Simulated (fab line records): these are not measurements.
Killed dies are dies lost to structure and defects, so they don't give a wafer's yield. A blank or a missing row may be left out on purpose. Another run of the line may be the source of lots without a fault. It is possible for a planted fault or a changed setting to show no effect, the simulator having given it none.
Which tool did it? / flow nand_harc / 11 lots, 33 wafers sampled, at 5 steps of a route of 1302

== WHAT THE GAUGES READ, wafer by wafer ==
NHARC_END_SORT_01.
lot=L777; measured=day 30 18:14; on=prober-01; killed_at_array=676 674 675; killed_at_other=1 0 1; killed_at_periphery=0 3 1; killed_dies=677 677 677; killed_open=0 3 4; killed_short=3 2 2
lot=L776; measured=day 30 10:26; on=prober-01; killed_at_array=676 673 674; killed_at_other=0 0 0; killed_at_periphery=1 4 3; killed_dies=677 677 677; killed_open=0 4 1; killed_short=1 2 3
lot=L775; measured=day 30 11:14; on=prober-02; killed_at_array=672 673 669; killed_at_other=0 0 0; killed_at_periphery=5 4 8; killed_dies=677 677 677; killed_open=4 1 2; killed_short=1 0 7

== EACH LOT AND THE TOOL THAT RAN IT (in order: tool; ch and the chambers of the sampled wafers; start) ==
lot=L763; NHARC_A_CHANNEL_HOLE_D1_ETCH_38=rie_diel-07 ch 1,2, day 8 18:56; NHARC_A_CHANNEL_HOLE_D1_ETCH_24=har_etch-02 ch 0,1, day 8 22:25; NHARC_A_CHANNEL_HOLE_D1_ETCH_33=har_etch-02 ch 0,1, day 9 00:04; NHARC_A_DECK1_JOINT_CVD_12=lpcvd_poly-01 ch 0, day 11 11:02
lot=L766; NHARC_A_CHANNEL_HOLE_D1_ETCH_38=rie_diel-01 ch 0,2,3, day 10 00:17; NHARC_A_CHANNEL_HOLE_D1_ETCH_24=har_etch-01 ch 0,1, day 10 05:47; NHARC_A_CHANNEL_HOLE_D1_ETCH_33=har_etch-01 ch 0,1, day 10 07:38; NHARC_A_DECK1_JOINT_CVD_12=lpcvd_poly-01 ch 0, day 12 18:29
lot=L769; NHARC_A_CHANNEL_HOLE_D1_ETCH_38=rie_diel-07 ch 1,2,3, day 11 12:36; NHARC_A_CHANNEL_HOLE_D1_ETCH_24=har_etch-02 ch 0,1, day 11 16:07; NHARC_A_CHANNEL_HOLE_D1_ETCH_33=har_etch-02 ch 0,1, day 11 17:52; NHARC_A_DECK1_JOINT_CVD_12=lpcvd_poly-03 ch 0, day 14 07:44
lot=L770; NHARC_A_CHANNEL_HOLE_D1_ETCH_38=rie_diel-04 ch 1,2, day 12 06:49; NHARC_A_CHANNEL_HOLE_D1_ETCH_24=har_etch-02 ch 0,1, day 12 10:02; NHARC_A_CHANNEL_HOLE_D1_ETCH_33=har_etch-02 ch 0,1, day 12 11:53; NHARC_A_DECK1_JOINT_CVD_12=lpcvd_poly-04 ch 0, day 14 22:19
lot=L777; NHARC_A_CHANNEL_HOLE_D1_ETCH_38=rie_diel-01 ch 0,1, day 14 08:39; NHARC_A_CHANNEL_HOLE_D1_ETCH_24=har_etch-02 ch 0,1, day 14 12:01; NHARC_A_CHANNEL_HOLE_D1_ETCH_33=har_etch-02 ch 0,1, day 14 13:52; NHARC_A_DECK1_JOINT_CVD_12=lpcvd_poly-04, day 17 04:45
lot=L776; NHARC_A_CHANNEL_HOLE_D1_ETCH_38=rie_diel-07 ch 0,1,3, day 14 09:43; NHARC_A_CHANNEL_HOLE_D1_ETCH_24=har_etch-01 ch 0,1, day 14 12:56; NHARC_A_CHANNEL_HOLE_D1_ETCH_33=har_etch-01 ch 0,1, day 14 14:48; NHARC_A_DECK1_JOINT_CVD_12=lpcvd_poly-04, day 17 04:45
lot=L775; NHARC_A_CHANNEL_HOLE_D1_ETCH_38=rie_diel-04 ch 1,3, day 14 10:25; NHARC_A_CHANNEL_HOLE_D1_ETCH_24=har_etch-02 ch 0, day 14 16:18; NHARC_A_CHANNEL_HOLE_D1_ETCH_33=har_etch-02 ch 0, day 14 18:04; NHARC_A_DECK1_JOINT_CVD_12=lpcvd_poly-04, day 17 04:45
lot=L780; NHARC_A_CHANNEL_HOLE_D1_ETCH_38=rie_diel-01 ch 1,2, day 16 09:44; NHARC_A_CHANNEL_HOLE_D1_ETCH_24=har_etch-02 ch 0,1, day 16 14:49; NHARC_A_CHANNEL_HOLE_D1_ETCH_33=har_etch-02 ch 0,1, day 16 16:34; NHARC_A_DECK1_JOINT_CVD_12=lpcvd_poly-03 ch 0, day 19 02:43
lot=L784; NHARC_A_CHANNEL_HOLE_D1_ETCH_38=rie_diel-07 ch 0,2,3, day 17 07:55; NHARC_A_CHANNEL_HOLE_D1_ETCH_24=har_etch-02 ch 0,1, day 17 15:40; NHARC_A_CHANNEL_HOLE_D1_ETCH_33=har_etch-02 ch 0,1, day 17 17:31; NHARC_A_DECK1_JOINT_CVD_12=lpcvd_poly-04 ch 0, day 20 04:31
lot=L783; NHARC_A_CHANNEL_HOLE_D1_ETCH_38=rie_diel-07 ch 1,2,3, day 17 09:01; NHARC_A_CHANNEL_HOLE_D1_ETCH_24=har_etch-01 ch 0,1, day 17 18:23; NHARC_A_CHANNEL_HOLE_D1_ETCH_33=har_etch-01 ch 0,1, day 17 19:56; NHARC_A_DECK1_JOINT_CVD_12=lpcvd_poly-04 ch 0, day 20 04:31
lot=L785; NHARC_A_CHANNEL_HOLE_D1_ETCH_38=rie_diel-01 ch 0,1,3, day 18 01:53; NHARC_A_CHANNEL_HOLE_D1_ETCH_24=har_etch-01 ch 0,1, day 18 06:37; NHARC_A_CHANNEL_HOLE_D1_ETCH_33=har_etch-01 ch 0,1, day 18 08:22; NHARC_A_DECK1_JOINT_CVD_12=lpcvd_poly-01 ch 0, day 20 19:03
- NHARC_A_CHANNEL_HOLE_D1_ETCH_38: etches the open film in CF4, target depth 39 nm, time 65 s.
- NHARC_A_CHANNEL_HOLE_D1_ETCH_24: etches the open film in C4F8/O2/Ar, time 906.2 s, target depth 1500 nm.
- NHARC_A_CHANNEL_HOLE_D1_ETCH_33: etches the open film in C4F8/O2/Ar, time 90 s, target depth 400 nm.
- NHARC_A_DECK1_JOINT_CVD_12: deposits poly-Si, target thk 90 nm, time 1800 s.

== AS READ BY THE TOOLS THEMSELVES (means over the sampled wafers that have a number; for cases with no such wafer, the mark the record gives instead) ==
NHARC_A_CHANNEL_HOLE_D1_ETCH_38.
lot=L763; tool=rie_diel-07; drypump_motor_current_A (A)=5.8; mfc_ar_sccm (sccm)=0.000; oes_product_au (a.u.)=1.016; rf_vpp_V (V)=151.0; showerhead_plenum_p_Torr (Torr)=1.71; throttle_valve_pct (%)=13.288
lot=L766; tool=rie_diel-01; drypump_motor_current_A (A)=6.4; mfc_ar_sccm (sccm)=0.001; oes_product_au (a.u.)=0.992; rf_vpp_V (V)=150.5; showerhead_plenum_p_Torr (Torr)=1.73; throttle_valve_pct (%)=13.289
lot=L769; tool=rie_diel-07; drypump_motor_current_A (A)=5.9; mfc_ar_sccm (sccm)=0.004; oes_product_au (a.u.)=1.005; rf_vpp_V (V)=151.3; showerhead_plenum_p_Torr (Torr)=1.71; throttle_valve_pct (%)=13.288
lot=L770; tool=rie_diel-04; drypump_motor_current_A (A)=5.5; mfc_ar_sccm (sccm)=0.006; oes_product_au (a.u.)=1.004; rf_vpp_V (V)=150.9; showerhead_plenum_p_Torr (Torr)=1.76; throttle_valve_pct (%)=13.284
lot=L777; tool=rie_diel-01; drypump_motor_current_A (A)=6.5; mfc_ar_sccm (sccm)=0.002; oes_product_au (a.u.)=0.984; rf_vpp_V (V)=150.1; showerhead_plenum_p_Torr (Torr)=1.70; throttle_valve_pct (%)=13.282
lot=L776; tool=rie_diel-07; drypump_motor_current_A (A)=6.1; mfc_ar_sccm (sccm)=0.009; oes_product_au (a.u.)=1.006; rf_vpp_V (V)=150.7; showerhead_plenum_p_Torr (Torr)=1.74; throttle_valve_pct (%)=13.286
lot=L775; tool=rie_diel-04; drypump_motor_current_A (A)=5.9; mfc_ar_sccm (sccm)=0.002; oes_product_au (a.u.)=1.004; rf_vpp_V (V)=150.2; showerhead_plenum_p_Torr (Torr)=1.70; throttle_valve_pct (%)=13.287
lot=L780; tool=rie_diel-01; drypump_motor_current_A (A)=6.1; mfc_ar_sccm (sccm)=0.000; oes_product_au (a.u.)=1.001; rf_vpp_V (V)=150.4; showerhead_plenum_p_Torr (Torr)=1.75; throttle_valve_pct (%)=13.282
lot=L784; tool=rie_diel-07; drypump_motor_current_A (A)=5.9; mfc_ar_sccm (sccm)=0.009; oes_product_au (a.u.)=1.007; rf_vpp_V (V)=150.5; showerhead_plenum_p_Torr (Torr)=1.73; throttle_valve_pct (%)=13.292
lot=L783; tool=rie_diel-07; drypump_motor_current_A (A)=5.9; mfc_ar_sccm (sccm)=0.004; oes_product_au (a.u.)=1.009; rf_vpp_V (V)=150.7; showerhead_plenum_p_Torr (Torr)=1.71; throttle_valve_pct (%)=13.281
lot=L785; tool=rie_diel-01; drypump_motor_current_A (A)=6.4; mfc_ar_sccm (sccm)=0.001; oes_product_au (a.u.)=0.998; rf_vpp_V (V)=150.9; showerhead_plenum_p_Torr (Torr)=1.73; throttle_valve_pct (%)=13.291

NHARC_A_CHANNEL_HOLE_D1_ETCH_24.
lot=L763; tool=har_etch-02; drypump_motor_current_A (A)=4.9; mfc_ar_sccm (sccm)=374.7; showerhead_plenum_p_Torr (Torr)=3.66; throttle_valve_pct (%)=32.245
lot=L766; tool=har_etch-01; drypump_motor_current_A (A)=6.0; mfc_ar_sccm (sccm)=375.2; showerhead_plenum_p_Torr (Torr)=3.68; throttle_valve_pct (%)=32.232
lot=L769; tool=har_etch-02; drypump_motor_current_A (A)=4.9; mfc_ar_sccm (sccm)=375.4; showerhead_plenum_p_Torr (Torr)=3.64; throttle_valve_pct (%)=32.231
lot=L770; tool=har_etch-02; drypump_motor_current_A (A)=4.9; mfc_ar_sccm (sccm)=375.5; showerhead_plenum_p_Torr (Torr)=3.54; throttle_valve_pct (%)=32.235
lot=L777; tool=har_etch-02; drypump_motor_current_A (A)=5.0; mfc_ar_sccm (sccm)=374.9; showerhead_plenum_p_Torr (Torr)=3.62; throttle_valve_pct (%)=32.239
lot=L776; tool=har_etch-01; drypump_motor_current_A (A)=5.9; mfc_ar_sccm (sccm)=374.7; showerhead_plenum_p_Torr (Torr)=3.60; throttle_valve_pct (%)=32.236
lot=L775; tool=har_etch-02; drypump_motor_current_A (A)=5.0; mfc_ar_sccm (sccm)=375.2; showerhead_plenum_p_Torr (Torr)=3.72; throttle_valve_pct (%)=32.231
lot=L780; tool=har_etch-02; drypump_motor_current_A (A)=4.9; mfc_ar_sccm (sccm)=374.3; showerhead_plenum_p_Torr (Torr)=3.51; throttle_valve_pct (%)=32.233
lot=L784; tool=har_etch-02; drypump_motor_current_A (A)=4.9; mfc_ar_sccm (sccm)=374.9; showerhead_plenum_p_Torr (Torr)=3.78; throttle_valve_pct (%)=32.236
lot=L783; tool=har_etch-01; drypump_motor_current_A (A)=5.9; mfc_ar_sccm (sccm)=375.3; showerhead_plenum_p_Torr (Torr)=3.58; throttle_valve_pct (%)=32.237
lot=L785; tool=har_etch-01; drypump_motor_current_A (A)=5.9; mfc_ar_sccm (sccm)=375.0; showerhead_plenum_p_Torr (Torr)=3.57; throttle_valve_pct (%)=32.231

NHARC_A_CHANNEL_HOLE_D1_ETCH_33.
lot=L763; tool=har_etch-02; drypump_motor_current_A (A)=4.9; mfc_ar_sccm (sccm)=374.9; showerhead_plenum_p_Torr (Torr)=3.71; throttle_valve_pct (%)=27.611
lot=L766; tool=har_etch-01; drypump_motor_current_A (A)=6.0; mfc_ar_sccm (sccm)=375.0; showerhead_plenum_p_Torr (Torr)=3.72; throttle_valve_pct (%)=27.617
lot=L769; tool=har_etch-02; drypump_motor_current_A (A)=5.0; mfc_ar_sccm (sccm)=375.6; showerhead_plenum_p_Torr (Torr)=3.69; throttle_valve_pct (%)=27.626
lot=L770; tool=har_etch-02; drypump_motor_current_A (A)=4.9; mfc_ar_sccm (sccm)=375.1; showerhead_plenum_p_Torr (Torr)=3.58; throttle_valve_pct (%)=27.622
lot=L777; tool=har_etch-02; drypump_motor_current_A (A)=5.0; mfc_ar_sccm (sccm)=374.7; showerhead_plenum_p_Torr (Torr)=3.67; throttle_valve_pct (%)=27.617
lot=L776; tool=har_etch-01; drypump_motor_current_A (A)=5.9; mfc_ar_sccm (sccm)=375.4; showerhead_plenum_p_Torr (Torr)=3.64; throttle_valve_pct (%)=27.625
lot=L775; tool=har_etch-02; drypump_motor_current_A (A)=5.0; mfc_ar_sccm (sccm)=375.4; showerhead_plenum_p_Torr (Torr)=3.77; throttle_valve_pct (%)=27.616
lot=L780; tool=har_etch-02; drypump_motor_current_A (A)=4.9; mfc_ar_sccm (sccm)=375.9; showerhead_plenum_p_Torr (Torr)=3.54; throttle_valve_pct (%)=27.614
lot=L784; tool=har_etch-02; drypump_motor_current_A (A)=5.0; mfc_ar_sccm (sccm)=375.7; showerhead_plenum_p_Torr (Torr)=3.83; throttle_valve_pct (%)=27.613
lot=L783; tool=har_etch-01; drypump_motor_current_A (A)=5.9; mfc_ar_sccm (sccm)=375.5; showerhead_plenum_p_Torr (Torr)=3.62; throttle_valve_pct (%)=27.618
lot=L785; tool=har_etch-01; drypump_motor_current_A (A)=5.9; mfc_ar_sccm (sccm)=375.0; showerhead_plenum_p_Torr (Torr)=3.61; throttle_valve_pct (%)=27.631

NHARC_A_DECK1_JOINT_CVD_12.
lot=L763; tool=lpcvd_poly-01; pressure_mtorr (mTorr)=200.1; run_length_s (s)=1802.1; spike_tc_lower_C (C)=620.9; tube_center_temp_C (C)=620; zone_power_centre_pct (%)=9.1; zone_power_top_pct (%)=18.5
lot=L766; tool=lpcvd_poly-01; pressure_mtorr (mTorr)=200.2; run_length_s (s)=1801.6; spike_tc_lower_C (C)=619.9; tube_center_temp_C (C)=620; zone_power_centre_pct (%)=9.1; zone_power_top_pct (%)=18.5
lot=L769; tool=lpcvd_poly-03; pressure_mtorr (mTorr)=200.1; run_length_s (s)=1801.9; spike_tc_lower_C (C)=622.0; tube_center_temp_C (C)=620; zone_power_centre_pct (%)=7.6; zone_power_top_pct (%)=18.4
lot=L770; tool=lpcvd_poly-04; pressure_mtorr (mTorr)=199.9; run_length_s (s)=1801.4; spike_tc_lower_C (C)=620.3; tube_center_temp_C (C)=620; zone_power_centre_pct (%)=9.4; zone_power_top_pct (%)=16.9
lot=L777; tool=lpcvd_poly-04; pressure_mtorr (mTorr)=-; run_length_s (s)=-; spike_tc_lower_C (C)=-; tube_center_temp_C (C)=-; zone_power_centre_pct (%)=-; zone_power_top_pct (%)=-
lot=L776; tool=lpcvd_poly-04; pressure_mtorr (mTorr)=-; run_length_s (s)=-; spike_tc_lower_C (C)=-; tube_center_temp_C (C)=-; zone_power_centre_pct (%)=-; zone_power_top_pct (%)=-
lot=L775; tool=lpcvd_poly-04; pressure_mtorr (mTorr)=-; run_length_s (s)=-; spike_tc_lower_C (C)=-; tube_center_temp_C (C)=-; zone_power_centre_pct (%)=-; zone_power_top_pct (%)=-
lot=L780; tool=lpcvd_poly-03; pressure_mtorr (mTorr)=199.8; run_length_s (s)=1801.8; spike_tc_lower_C (C)=621.6; tube_center_temp_C (C)=620; zone_power_centre_pct (%)=7.5; zone_power_top_pct (%)=18.3
lot=L784; tool=lpcvd_poly-04; pressure_mtorr (mTorr)=200.0; run_length_s (s)=1801.5; spike_tc_lower_C (C)=620.2; tube_center_temp_C (C)=620; zone_power_centre_pct (%)=9.4; zone_power_top_pct (%)=16.7
lot=L783; tool=lpcvd_poly-04; pressure_mtorr (mTorr)=200.6; run_length_s (s)=1802.0; spike_tc_lower_C (C)=620.3; tube_center_temp_C (C)=620; zone_power_centre_pct (%)=9.5; zone_power_top_pct (%)=16.8
lot=L785; tool=lpcvd_poly-01; pressure_mtorr (mTorr)=200.3; run_length_s (s)=1801.8; spike_tc_lower_C (C)=619.7; tube_center_temp_C (C)=620; zone_power_centre_pct (%)=9.2; zone_power_top_pct (%)=18.5

== THE ANSWER, worked out from the rows above alone ==
Rule: the usual values come from the lots themselves. The widest of any qualifying gaps counts: lots, ordered by their means at a reading, are off when they make up no more than a third of the lots, leave a main group of 4 or more, and stand apart from it by 3 or more times the standard deviation of that group's means. If all means in a main group match to the digits the tables above print for the reading, that group is not used. Also off: a lot with no number at a reading for which 4 or more lots have one. Where the step has rows for the other lots, those lots are counted as sound. After the gauges, taken in route order, come the tools' own readings; for these a lot's mean is taken, as printed above. At the first step where some lot is off, the reading lying furthest off is the one used; lots without a number count as furthest.
Off at NHARC_A_DECK1_JOINT_CVD_12 (pressure_mtorr): L777, L776, L775. Without a number there: L777, L776, L775. The main group: mean 200.1 mTorr, standard deviation 0.23.
If a tool, at that step or one of the process steps before it, ran each lot that is off and ran no sound lot following the first of them, it fits. None of those tried fits.

== WHAT THE SIMULATOR HAD PUT IN ==
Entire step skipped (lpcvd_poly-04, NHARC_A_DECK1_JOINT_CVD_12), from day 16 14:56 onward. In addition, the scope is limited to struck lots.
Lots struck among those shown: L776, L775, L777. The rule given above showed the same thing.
